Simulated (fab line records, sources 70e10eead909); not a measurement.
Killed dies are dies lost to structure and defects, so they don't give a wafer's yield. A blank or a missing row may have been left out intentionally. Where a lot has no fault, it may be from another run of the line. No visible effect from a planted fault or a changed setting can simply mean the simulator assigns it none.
Matching of chambers || flow nandHarc || rieDiel-10 running NHARC_P_GATE_DESCUM_48: 4 sister chambers
The step chemistry O2, time 3 s. 8 wafers are shown with their chamber, then 12 later ones without.

== EACH WAFER AND ITS CHAMBER ==
{"wafer": "L086.2", "chamber": 1, "showerheadPlenumPTorr (Torr)": 1.99, "drypumpMotorCurrentA (A)": 6.4}
{"wafer": "L086.6", "chamber": 2, "showerheadPlenumPTorr (Torr)": 1.82, "drypumpMotorCurrentA (A)": 5.3}
{"wafer": "L087.2", "chamber": 1, "showerheadPlenumPTorr (Torr)": 1.99, "drypumpMotorCurrentA (A)": 6.4}
{"wafer": "L087.3", "chamber": 0, "showerheadPlenumPTorr (Torr)": 1.88, "drypumpMotorCurrentA (A)": 6.6}
{"wafer": "L089.3", "chamber": 0, "showerheadPlenumPTorr (Torr)": 1.89, "drypumpMotorCurrentA (A)": 6.5}
{"wafer": "L090.3", "chamber": 2, "showerheadPlenumPTorr (Torr)": 1.82, "drypumpMotorCurrentA (A)": 5.3}
{"wafer": "L090.4", "chamber": 3, "showerheadPlenumPTorr (Torr)": 1.93, "drypumpMotorCurrentA (A)": 6.2}
{"wafer": "L090.6", "chamber": 3, "showerheadPlenumPTorr (Torr)": 1.93, "drypumpMotorCurrentA (A)": 6.2}

== WAFERS WITHOUT THEIR CHAMBER ==
{"wafer": "L091.1", "showerheadPlenumPTorr (Torr)": 1.82, "drypumpMotorCurrentA (A)": 5.3}
{"wafer": "L091.5", "showerheadPlenumPTorr (Torr)": 1.99, "drypumpMotorCurrentA (A)": 6.4}
{"wafer": "L091.6", "showerheadPlenumPTorr (Torr)": 1.93, "drypumpMotorCurrentA (A)": 6.2}
{"wafer": "L093.2", "showerheadPlenumPTorr (Torr)": 1.99, "drypumpMotorCurrentA (A)": 6.4}
{"wafer": "L093.3", "showerheadPlenumPTorr (Torr)": 1.82, "drypumpMotorCurrentA (A)": 5.3}
{"wafer": "L093.4", "showerheadPlenumPTorr (Torr)": 1.93, "drypumpMotorCurrentA (A)": 6.2}
{"wafer": "L096.1", "showerheadPlenumPTorr (Torr)": 1.82, "drypumpMotorCurrentA (A)": 5.3}
{"wafer": "L096.2", "showerheadPlenumPTorr (Torr)": 1.99, "drypumpMotorCurrentA (A)": 6.4}
{"wafer": "L096.4", "showerheadPlenumPTorr (Torr)": 1.93, "drypumpMotorCurrentA (A)": 6.2}
{"wafer": "L097.1", "showerheadPlenumPTorr (Torr)": 1.82, "drypumpMotorCurrentA (A)": 5.3}
{"wafer": "L097.2", "showerheadPlenumPTorr (Torr)": 1.88, "drypumpMotorCurrentA (A)": 6.6}
{"wafer": "L097.3", "showerheadPlenumPTorr (Torr)": 1.93, "drypumpMotorCurrentA (A)": 6.2}

== WHICH CHAMBER EACH ONE RAN IN ==
{"wafer": "L091.1", "from the rows above": 2, "in truth": 2}
{"wafer": "L091.5", "from the rows above": 1, "in truth": 1}
{"wafer": "L091.6", "from the rows above": 3, "in truth": 3}
{"wafer": "L093.2", "from the rows above": 1, "in truth": 1}
{"wafer": "L093.3", "from the rows above": 2, "in truth": 2}
{"wafer": "L093.4", "from the rows above": 3, "in truth": 3}
{"wafer": "L096.1", "from the rows above": 2, "in truth": 2}
{"wafer": "L096.2", "from the rows above": 1, "in truth": 1}
{"wafer": "L096.4", "from the rows above": 3, "in truth": 3}
{"wafer": "L097.1", "from the rows above": 2, "in truth": 2}
{"wafer": "L097.2", "from the rows above": 0, "in truth": 0}
{"wafer": "L097.3", "from the rows above": 3, "in truth": 3}
Correctly placed: 12 of 12. Left unplaced by these rows: 0. Wrongly placed: 0.
How it was worked out, from the rows above alone: a wafer's distance from a chamber is the root of the sum, over the readings, of the square of ((its reading less the chamber's mean) divided by the reading's scatter). The wafer belongs to the nearest chamber; if the next one is less than 2 further off, it can't be placed. For every chamber, the mean is computed from those of its wafers that are shown. The scatter: take each reading less its chamber's mean, square it, sum over the shown wafers, divide by the number of wafers less the number of chambers, and take the root.
